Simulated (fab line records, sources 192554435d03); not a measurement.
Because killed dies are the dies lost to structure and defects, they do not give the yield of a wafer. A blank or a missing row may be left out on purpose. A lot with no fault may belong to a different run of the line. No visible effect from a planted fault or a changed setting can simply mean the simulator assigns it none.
Split-lot trial -- flow n5 finfet -- 7 lots, 21 wafers read, on a route of 1938 steps

## THE SPLIT ITSELF
At N5_BEOL_M11_COAT_05 (resist thk 90 nm), the setting spin rpm was moved away from the recipe's 1500 rpm on 4 of the 21 wafers read, by -7.6% to +9.2%. This setting was run at the recipe's value on the other wafers.

## FROM THE SPLIT TO THE READING: what the file shows between them, 4 steps
- N5_BEOL_M11_EBR_07
- N5_BEOL_M11_SOFTBAKE_06: time 60 s
- N5_BEOL_M11_EXPOSE_08: exposes mask M11
- N5_BEOL_M11_PEB_09: peb time 60 s

## THE READING
CAR-ArF_of_BEOL_M11_COAT_05.thk nm (the simulator's own value, which no gauge read), in nm, at N5_BEOL_M11_DEVELOP_10 (develop time 30 s). The file does not state a usual value for it. The 17 wafers here that ran the recipe average 88.5 nm, standard deviation 0.24 nm.

wafer,"tool, chamber at the split","spin rpm as run, rpm",against the recipe,"CAR-ArF_of_BEOL_M11_COAT_05.thk nm, nm",against lot-mates on the recipe
L078.1,"litho track-03, 0",1500,recipe,88.4,-
L078.3,"litho track-03, 0",1500,recipe,88.4,-
L078.2,"litho track-03, 0",1500,recipe,88.6,-
L074.2,"litho track-03, 0",1500,recipe,88.6,-
L074.4,"litho track-03, 0",1579,+5.3%,86.2,-2.4
L074.6,"litho track-03, 0",1579,+5.3%,86.2,-2.4
L080.2,"litho track-04, 0",1500,recipe,88.4,-
L080.3,"litho track-04, 0",1500,recipe,88.6,-
L080.6,"litho track-04, 0",1386,-7.6%,92.6,+4.1
L089.1,"litho track-01, 0",1500,recipe,88.8,-
L089.6,"litho track-01, 0",1500,recipe,88.8,-
L089.4,"litho track-01, 0",1638,+9.2%,84.8,-4.0
L094.1,"litho track-01, 0",1500,recipe,88.2,-
L094.3,"litho track-01, 0",1500,recipe,88.2,-
L094.4,"litho track-01, 0",1500,recipe,88,-
L093.3,"litho track-03, 0",1500,recipe,88.8,-
L093.6,"litho track-03, 0",1500,recipe,88.8,-
L093.4,"litho track-03, 0",1500,recipe,88.6,-
L095.1,"litho track-04, 0",1500,recipe,88.2,-
L095.4,"litho track-04, 0",1500,recipe,88.4,-
L095.5,"litho track-04, 0",1500,recipe,88.6,-

FIT RESULTS
A straight line over all 21 wafers: CAR-ArF_of_BEOL_M11_COAT_05.thk nm changes by -0.456 nm for each +1% of spin rpm; r = -0.98; the points scatter about the line by 0.29 nm.
The same after taking each lot's own level away (the mean of its wafers on the recipe; 21 wafers): -0.474 nm for each +1%; r = -0.99; scatter 0.17 nm.
On that fit, the largest move of spin rpm shifts the reading by 4.4 nm.
The lots' own levels span 88.13 to 88.80 nm, that is 2.8 times the standard deviation above.
Hence the lot-to-lot level has little effect on the slope; both slopes agree.
Check: -4.56 nm against its lot-mates is what the line predicts for one of the wafers moved furthest among these (+9.2%) when that wafer is left out of the fit. Against them it came out at -4 nm.

## OTHER SPLITS ON THESE WAFERS
Other splits were also applied to these wafers ahead of the reading. Each is held against what the fit with the lots' levels taken away leaves over:
other split on the same wafers,wafers away from the commonest value,r with CAR-ArF_of_BEOL_M11_COAT_05.thk nm (lot level and that fit taken away)
N5_BEOL_M9_COAT_05 spin rpm,8,-0.04

## THE WHOLE CHAIN: every reading that the file lists as answering this split, in the file's order
step,what it does,reading,change (the file's fit),r (the file's)
N5_BEOL_M11_COAT_05,resist thk 90 nm,"CAR-ArF_of_BEOL_M11_COAT_05.thk nm (the simulator's own value, which no gauge read)",-0.459 nm for each +1% of the setting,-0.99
N5_BEOL_M11_DEVELOP_10,develop time 30 s,"CAR-ArF_of_BEOL_M11_COAT_05.thk nm (the simulator's own value, which no gauge read)",-0.474 nm for each +1% of the setting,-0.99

## FILE'S OWN FIT
CAR-ArF_of_BEOL_M11_COAT_05.thk nm changes by -0.474 nm for each +1% of spin rpm, r = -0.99.
